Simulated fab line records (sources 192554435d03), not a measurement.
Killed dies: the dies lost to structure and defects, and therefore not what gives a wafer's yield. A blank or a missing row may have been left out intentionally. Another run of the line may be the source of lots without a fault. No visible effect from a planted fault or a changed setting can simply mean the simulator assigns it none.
Matching of chambers :: flow n5 finfet :: N5_BEOL_M11_ALD_74 on ald metal-02 has 4 sister chambers
The step deposits TaN, target thk 2 nm, pulse time 2 s, purge time 3 s. 8 wafers are shown with their chamber, then 7 later ones without.

== EACH WAFER AND ITS CHAMBER ==
wafer: L080.3
chamber: 0
heater power w (W): 385
precursor vessel temp c (C): 75.02

wafer: L080.4
chamber: 3
heater power w (W): 397
precursor vessel temp c (C): 74.90

wafer: L080.5
chamber: 1
heater power w (W): 399
precursor vessel temp c (C): 75.12

wafer: L077.3
chamber: 1
heater power w (W): 411
precursor vessel temp c (C): 75.06

wafer: L077.5
chamber: 2
heater power w (W): 398
precursor vessel temp c (C): 75.16

wafer: L077.6
chamber: 3
heater power w (W): 394
precursor vessel temp c (C): 75.08

wafer: L089.1
chamber: 2
heater power w (W): 404
precursor vessel temp c (C): 74.91

wafer: L089.4
chamber: 0
heater power w (W): 401
precursor vessel temp c (C): 75.20

== WAFERS WITHOUT THEIR CHAMBER ==
wafer: L089.5
heater power w (W): 394
precursor vessel temp c (C): 74.98

wafer: L091.2
heater power w (W): 390
precursor vessel temp c (C): 75.05

wafer: L091.3
heater power w (W): 406
precursor vessel temp c (C): 75.02

wafer: L091.6
heater power w (W): 407
precursor vessel temp c (C): 74.98

wafer: L097.1
heater power w (W): 386
precursor vessel temp c (C): 74.92

wafer: L097.3
heater power w (W): 407
precursor vessel temp c (C): 74.95

wafer: L097.5
heater power w (W): 380
precursor vessel temp c (C): 74.90

== EACH ONE'S CHAMBER ==
wafer: L089.5
from the rows above: can't be placed: 3 or 0 or 2 or 1
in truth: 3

wafer: L091.2
from the rows above: can't be placed: 0 or 3 or 2 or 1
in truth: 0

wafer: L091.3
from the rows above: can't be placed: 1 or 2 or 3 or 0
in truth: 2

wafer: L091.6
from the rows above: can't be placed: 1 or 2 or 3 or 0
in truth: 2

wafer: L097.1
from the rows above: can't be placed: 3 or 0 or 2 or 1
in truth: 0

wafer: L097.3
from the rows above: can't be placed: 2 or 1 or 3 or 0
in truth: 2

wafer: L097.5
from the rows above: can't be placed: 3 or 0 or 2 or 1
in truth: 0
Correctly placed: 0 of 7. Unplaceable from these rows: 7, with the true chamber sitting among the candidates in 7. Placed wrongly: 0.
How it was worked out, from the rows above alone: a wafer's distance from a chamber is the root of the sum, over the readings, of the square of ((its reading less the chamber's mean) divided by the reading's scatter). If the next closest chamber is less than 2 further off than the closest, the wafer can't be placed; otherwise it belongs to the closest. A chamber's mean is the mean of its shown wafers. The scatter is the square root of a quotient: the sum, over the shown wafers, of each reading's squared deviation from its chamber's mean, divided by wafers minus chambers.
